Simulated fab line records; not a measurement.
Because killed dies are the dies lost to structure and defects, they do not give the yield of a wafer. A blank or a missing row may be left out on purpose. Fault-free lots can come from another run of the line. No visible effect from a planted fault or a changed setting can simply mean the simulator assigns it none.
Chamber matching + flow n5_finfet + ald_metal-02 running N5_HKMG_FIN_ALD_71: 4 sister chambers
The step deposits TiN, target thk 1 nm, pulse time 1 s, purge time 3 s. 4 wafers are shown with their chamber, then 8 later ones without.

EACH WAFER AND ITS CHAMBER
| wafer  | chamber | heater_power_w (W) |
|--------|---------|--------------------|
| L088.1 | 1       | 780                |
| L090.2 | 0       | 1041               |
| L090.6 | 2       | 779                |
| L091.2 | 3       | 889                |

WAFERS WITH NO CHAMBER GIVEN
| wafer  | heater_power_w (W) |
|--------|--------------------|
| L091.4 | 1051               |
| L091.5 | 999                |
| L093.2 | 881                |
| L093.4 | 1028               |
| L093.5 | 785                |
| L097.2 | 788                |
| L097.3 | 904                |
| L097.5 | 804                |

EACH ONE'S CHAMBER
| wafer  | from the rows above     | in truth |
|--------|-------------------------|----------|
| L091.4 | 0                       | 0        |
| L091.5 | 0                       | 0        |
| L093.2 | 3                       | 3        |
| L093.4 | 0                       | 0        |
| L093.5 | can't be placed: 1 or 2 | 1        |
| L097.2 | can't be placed: 1 or 2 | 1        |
| L097.3 | 3                       | 3        |
| L097.5 | can't be placed: 1 or 2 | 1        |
5 of 8 placed correctly. From these rows, 3 cannot be placed; in 3 the true chamber is one of the candidates. Wrongly placed: 0.
How it was worked out, from the rows above alone: a wafer's distance from a chamber is the root of the sum, over the readings, of the square of ((its reading less the chamber's mean) divided by the reading's scatter). If the next closest chamber is less than 2 further off than the closest, the wafer can't be placed; otherwise it belongs to the closest. Each chamber's mean is taken over the wafers shown for it. The scatter: with one shown wafer a chamber, the root of the mean of the squares of how far each hidden wafer lies from its nearest shown one.
